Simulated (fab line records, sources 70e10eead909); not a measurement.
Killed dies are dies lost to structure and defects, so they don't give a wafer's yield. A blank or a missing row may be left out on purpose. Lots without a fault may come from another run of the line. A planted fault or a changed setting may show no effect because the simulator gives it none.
Which tool did it? | flow nand_harc | 11 lots, 32 wafers sampled, at 5 steps of a route of 1159

WHAT THE GAUGES READ, wafer by wafer
NHARC_END_SORT_01. Usual: killed_at_array 27, standard deviation 10; killed_at_other 0.6, standard deviation 0.83; killed_at_periphery 2.4, standard deviation 1.8; killed_dies 30, standard deviation 10; killed_open 3.3, standard deviation 1.7; killed_short 1.8, standard deviation 1.4.
lot  | measured     | on        | killed_at_array | killed_at_other | killed_at_periphery | killed_dies | killed_open | killed_short | flag
L318 | day 21 09:49 | prober-01 | 676 673         | 0 0             | 1 4                 | 677 677     | 2 4         | 0 3          | OFF
L317 | day 21 21:18 | prober-02 | 672 30 37       | 0 0 0           | 5 1 2               | 677 31 39   | 5 4 6       | 2 3 5        | OFF

WHICH TOOL RAN EACH LOT (tool, then ch and the chambers of the sampled wafers, then the start)
lot  | NHARC_A_STAIRCASE_TRIM_202                    | NHARC_A_STAIRCASE_ETCH_221                    | NHARC_A_STAIRCASE_ETCH_230         | NHARC_A_STAIRCASE_ETCH_234
L308 | rie_diel-10 ch 2,3, day 11 02:59 or earlier   | rie_diel-13 ch 2,3, day 11 02:59 or earlier   | rie_diel-13 ch 0,3, day 11 02:59   | rie_diel-13 ch 0,2, no start
L307 | rie_diel-11 ch 0,1,3, day 11 04:31 or earlier | rie_diel-13 ch 1,3, day 11 04:31 or earlier   | rie_diel-10 ch 1,2,3, day 11 04:31 | rie_diel-10 ch 1,2, no start
L318 | rie_diel-11 ch 2,3, day 13 13:24 or earlier   | rie_diel-10 ch 2, day 13 13:24 or earlier     | rie_diel-11 ch 1,2, day 13 13:24   | rie_diel-11 ch 0,1, day 21 09:49 or earlier
L317 | rie_diel-10 ch 0,2,3, day 13 15:42 or earlier | rie_diel-10 ch 1,2,3, day 13 15:42 or earlier | rie_diel-11 ch 0,2,3, day 13 15:42 | rie_diel-11 ch 1,2,3, day 21 21:18 or earlier
L319 | rie_diel-13 ch 0,1,3, day 14 13:28 or earlier | rie_diel-11 ch 1,2, day 14 13:28 or earlier   | rie_diel-13 ch 0,1,2, day 14 13:28 | rie_diel-13 ch 0,1,3, no start
L320 | rie_diel-11 ch 0,1,3, day 14 16:39 or earlier | rie_diel-11 ch 0,1,3, day 14 16:39 or earlier | rie_diel-13 ch 0,3, day 14 16:39   | rie_diel-13 ch 1,3, no start
L325 | rie_diel-10 ch 0,1,3, day 15 13:39 or earlier | rie_diel-13 ch 0,1,3, day 15 13:39 or earlier | rie_diel-13 ch 0,3, day 15 13:39   | rie_diel-13 ch 0,2, no start
L327 | rie_diel-10 ch 1,2, day 16 18:23 or earlier   | rie_diel-11 ch 0,2,3, day 16 18:23 or earlier | rie_diel-11 ch 0,1,2, day 16 18:23 | rie_diel-11 ch 0,1,3, no start
L328 | rie_diel-11 ch 1,3, day 17 01:44 or earlier   | rie_diel-13 ch 1,3, day 17 01:44 or earlier   | rie_diel-11 ch 0,2,3, day 17 01:44 | rie_diel-11 ch 1,2,3, no start
L329 | rie_diel-13 ch 0,1,3, day 17 02:19 or earlier | rie_diel-11 ch 1,2,3, day 17 02:19 or earlier | rie_diel-10 ch 1,2,3, day 17 02:19 | rie_diel-10 ch 0,1,2, no start
L330 | rie_diel-10 ch 1,2, day 17 13:46 or earlier   | rie_diel-11 ch 1,3, day 17 13:46 or earlier   | rie_diel-11 ch 0,1,2, day 17 13:46 | rie_diel-11 ch 1,3, no start
- NHARC_A_STAIRCASE_TRIM_202: chemistry O2, time 211.2 s.
- NHARC_A_STAIRCASE_ETCH_221: etches the open film in C4F8/O2, target depth 100 nm, time 40.5 s.
- NHARC_A_STAIRCASE_ETCH_230: etches the open film in C4F8/O2, target depth 100 nm, time 40.5 s.
- NHARC_A_STAIRCASE_ETCH_234: etches the open film in C4F8/O2, target depth 100 nm, time 40.5 s.

WHAT THE TOOLS THEMSELVES READ (means of the sampled wafers that have a number; where no wafer has one, the mark that the record gives instead)
NHARC_A_STAIRCASE_TRIM_202. Usual: drypump_motor_current_A 5.8 A, standard deviation 0.47; oes_product_au 0.999 a.u., standard deviation 0.014; rf_vpp_V 57.8 V, standard deviation 0.88; showerhead_plenum_p_Torr 3.51 Torr, standard deviation 0.16; throttle_valve_pct 17.037 %, standard deviation 0.0084.
lot  | tool        | drypump_motor_current_A (A) | oes_product_au (a.u.) | rf_vpp_V (V) | showerhead_plenum_p_Torr (Torr) | throttle_valve_pct (%) | flag
L308 | rie_diel-10 | 5.9                         | 0.996                 | 58.4         | 3.56                            | 17.038                 |
L307 | rie_diel-11 | 5.7                         | 0.987                 | 58.1         | 3.46                            | 17.033                 |
L318 | rie_diel-11 | 6.2                         | 1.001                 | 57.6         | 3.52                            | 17.037                 |
L317 | rie_diel-10 | 6.0                         | 0.990                 | 58.8         | 3.58                            | 17.033                 |
L319 | rie_diel-13 | 5.3                         | 1.003                 | 58.7         | 3.52                            | 17.042                 |
L320 | rie_diel-11 | 5.7                         | 0.992                 | 57.6         | 3.45                            | 17.039                 |
L325 | rie_diel-10 | 6.2                         | 0.998                 | 58.0         | 3.71                            | 17.028                 |
L327 | rie_diel-10 | 5.8                         | 1.008                 | 58.0         | 3.54                            | 17.035                 |
L328 | rie_diel-11 | 5.7                         | 1.008                 | 57.8         | 3.42                            | 17.033                 |
L329 | rie_diel-13 | 5.3                         | 1.018                 | 56.5         | 3.51                            | 17.031                 |
L330 | rie_diel-10 | 5.8                         | 0.997                 | 58.1         | 3.53                            | 17.035                 |

NHARC_A_STAIRCASE_ETCH_221. Usual: oes_product_au 0.942 a.u., standard deviation 0.018; rf_vpp_V 894 V, standard deviation 5.2.
lot  | tool        | oes_product_au (a.u.) | rf_vpp_V (V) | flag
L308 | rie_diel-13 | 0.940                 | 894          |
L307 | rie_diel-13 | 0.924                 | 892          |
L318 | rie_diel-10 | 0.942                 | 892          |
L317 | rie_diel-10 | 0.945                 | 892          |
L319 | rie_diel-11 | 0.922                 | 894          |
L320 | rie_diel-11 | 0.944                 | 894          |
L325 | rie_diel-13 | 0.966                 | 896          |
L327 | rie_diel-11 | 0.945                 | 896          |
L328 | rie_diel-13 | 0.934                 | 890          |
L329 | rie_diel-11 | 0.959                 | 893          |
L330 | rie_diel-11 | 0.958                 | 889          |

NHARC_A_STAIRCASE_ETCH_230. Usual: oes_product_au 0.947 a.u., standard deviation 0.02; rf_vpp_V 894 V, standard deviation 5.
lot  | tool        | oes_product_au (a.u.) | rf_vpp_V (V) | flag
L308 | rie_diel-13 | 0.956                 | 888          |
L307 | rie_diel-10 | 0.973                 | 892          |
L318 | rie_diel-11 | 1.252                 | 892          | OFF
L317 | rie_diel-11 | 1.060                 | 896          | OFF
L319 | rie_diel-13 | 0.962                 | 900          |
L320 | rie_diel-13 | 0.989                 | 894          |
L325 | rie_diel-13 | 0.963                 | 894          |
L327 | rie_diel-11 | 0.934                 | 893          |
L328 | rie_diel-11 | 0.947                 | 896          |
L329 | rie_diel-10 | 0.961                 | 898          |
L330 | rie_diel-11 | 0.938                 | 893          |

NHARC_A_STAIRCASE_ETCH_234. Usual: oes_product_au 0.942 a.u., standard deviation 0.014; rf_vpp_V 895 V, standard deviation 5.1.
lot  | tool        | oes_product_au (a.u.) | rf_vpp_V (V) | flag
L308 | rie_diel-13 | 0.969                 | 892          |
L307 | rie_diel-10 | 0.952                 | 890          |
L318 | rie_diel-11 | 0.942                 | 893          |
L317 | rie_diel-11 | 0.945                 | 893          |
L319 | rie_diel-13 | 0.947                 | 896          |
L320 | rie_diel-13 | 0.942                 | 892          |
L325 | rie_diel-13 | 0.940                 | 902          |
L327 | rie_diel-11 | 0.947                 | 894          |
L328 | rie_diel-11 | 0.949                 | 892          |
L329 | rie_diel-10 | 0.940                 | 900          |
L330 | rie_diel-11 | 0.937                 | 891          |

THE ANSWER, worked out from the rows above alone
Rule: a lot is off if the mean of its wafers that have a number lies more than 3 standard deviations from the usual mean. A lot without any number at a reading at which 4 lots or more have one is off too. The other lots that the step has rows for count as sound. The gauges are gone through in route order, then the tools' own readings, and for those a lot's mean is taken as printed above. The first step at which some lot is off is used, and at that step the reading that is off furthest; a lot without a number counts as furthest.
Off: L318, L317, at NHARC_END_SORT_01 (killed_at_array). Neither off nor sound, because the step has no rows for them: L308, L307, L319, L320, L325, L327, L328, L329, L330.
A tool fits if, at a process step before that reading, it ran every lot that is off, and no sound lot after the first of them. The gauges at NHARC_END_SORT_01 aren't tried: what is off there is off at NHARC_A_STAIRCASE_ETCH_230 too, on other tools, and a gauge's error can't cause that. NHARC_A_STAIRCASE_TRIM_202 gives no start for some lots, so the hours and the order of its lots are those of NHARC_A_STAIRCASE_ETCH_230. NHARC_A_STAIRCASE_ETCH_221 gives no start for some lots, so the hours and the order of its lots are those of NHARC_A_STAIRCASE_ETCH_230. NHARC_A_STAIRCASE_ETCH_234 gives no start for some lots, so the hours and the order of its lots are those of NHARC_END_SORT_01. Can't be told from this: 2 tools fit, rie_diel-10 at NHARC_A_STAIRCASE_ETCH_221, rie_diel-11 at NHARC_A_STAIRCASE_ETCH_230 and NHARC_A_STAIRCASE_ETCH_234.

WHAT THE SIMULATOR HAD PUT IN
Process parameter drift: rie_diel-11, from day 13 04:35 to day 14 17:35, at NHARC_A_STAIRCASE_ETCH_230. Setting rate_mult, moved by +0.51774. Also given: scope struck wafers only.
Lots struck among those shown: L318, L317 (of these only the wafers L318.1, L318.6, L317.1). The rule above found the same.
